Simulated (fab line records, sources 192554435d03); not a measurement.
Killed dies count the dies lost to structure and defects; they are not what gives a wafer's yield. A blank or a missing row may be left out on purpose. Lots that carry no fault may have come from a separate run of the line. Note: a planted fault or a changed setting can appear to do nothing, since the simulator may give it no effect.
Chamber matching | flow n5 finfet | pecvd-04 running N5_BEOL_M1_ILD_DEP_00: 3 sister chambers
The step deposits SiOC from DEMS/O2, target thk 79 nm, time 15.3 s. 24 wafers are shown with their chamber, then 12 later ones without.

WAFERS PAIRED WITH THEIR CHAMBERS
wafer  | chamber | throttle valve pct (%) | showerhead plenum p Torr (Torr) | heater power w (W)
L074.4 | 0       | 11.9                   | 5.721                           | 398
L074.5 | 1       | 12.9                   | 5.673                           | 460
L074.6 | 2       | 11.8                   | 5.702                           | 513
L075.2 | 2       | 11.8                   | 5.712                           | 514
L075.4 | 1       | 13.3                   | 5.660                           | 492
L075.6 | 2       | 12.1                   | 5.704                           | 516
L079.1 | 0       | 12.1                   | 5.740                           | 404
L079.2 | 2       | 12.0                   | 5.706                           | 546
L079.6 | 0       | 12.4                   | 5.706                           | 410
L081.3 | 2       | 11.9                   | 5.703                           | 516
L081.4 | 1       | 13.0                   | 5.675                           | 418
L081.5 | 2       | 11.8                   | 5.715                           | 522
L083.1 | 2       | 11.8                   | 5.721                           | 511
L083.5 | 2       | 12.0                   | 5.715                           | 507
L083.6 | 0       | 12.4                   | 5.725                           | 464
L086.3 | 0       | 12.2                   | 5.723                           | 456
L086.4 | 0       | 12.3                   | 5.722                           | 464
L086.5 | 1       | 13.4                   | 5.679                           | 496
L089.1 | 0       | 12.5                   | 5.709                           | 435
L089.3 | 1       | 13.1                   | 5.676                           | 439
L089.4 | 2       | 12.1                   | 5.715                           | 536
L088.1 | 2       | 11.9                   | 5.711                           | 522
L088.2 | 1       | 13.6                   | 5.684                           | 483
L088.5 | 1       | 13.2                   | 5.666                           | 491

SIGNATURES, as means of the wafers listed above
reading                  | chamber 0 | chamber 1 | chamber 2 | scatter within a chamber
throttle valve pct       | 12.257    | 13.214    | 11.920    | 0.188
showerhead plenum p Torr | 5.72086   | 5.67329   | 5.71040   | 0.00846
heater power w           | 433.00    | 468.43    | 520.30    | 23.8
Rule: a wafer's distance from a chamber is the root of the sum, over the readings, of the square of ((its reading less the chamber's mean) divided by the reading's scatter). If the next closest chamber is less than 2 further off than the closest, the wafer can't be placed; otherwise it belongs to the closest. The scatter: the root of (the sum of the squares of (reading less its chamber's mean) over the shown wafers, divided by (wafers less chambers)).

WAFERS WITHOUT THEIR CHAMBER
wafer  | throttle valve pct (%) | showerhead plenum p Torr (Torr) | heater power w (W)
L091.3 | 13.1                   | 5.666                           | 492
L091.5 | 12.3                   | 5.728                           | 478
L091.6 | 12.2                   | 5.717                           | 551
L092.2 | 12.0                   | 5.716                           | 478
L092.5 | 12.3                   | 5.711                           | 491
L092.6 | 13.1                   | 5.653                           | 443
L093.1 | 12.1                   | 5.717                           | 438
L093.4 | 12.1                   | 5.701                           | 503
L093.5 | 12.5                   | 5.712                           | 438
L096.1 | 13.2                   | 5.666                           | 504
L096.3 | 13.1                   | 5.688                           | 499
L096.5 | 13.2                   | 5.669                           | 384

WHICH CHAMBER EACH WENT THROUGH
wafer  | from the rows above     | in truth
L091.3 | 1                       | 1
L091.5 | can't be placed: 0 or 2 | 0
L091.6 | 2                       | 2
L092.2 | can't be placed: 2 or 0 | 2
L092.5 | can't be placed: 2 or 0 | 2
L092.6 | 1                       | 1
L093.1 | 0                       | 0
L093.4 | 2                       | 2
L093.5 | 0                       | 0
L096.1 | 1                       | 1
L096.3 | 1                       | 1
L096.5 | 1                       | 1
Placed correctly: 9 of 12. Can't be placed from these rows: 3 (the true chamber is among the candidates in 3). Wrongly placed: 0.
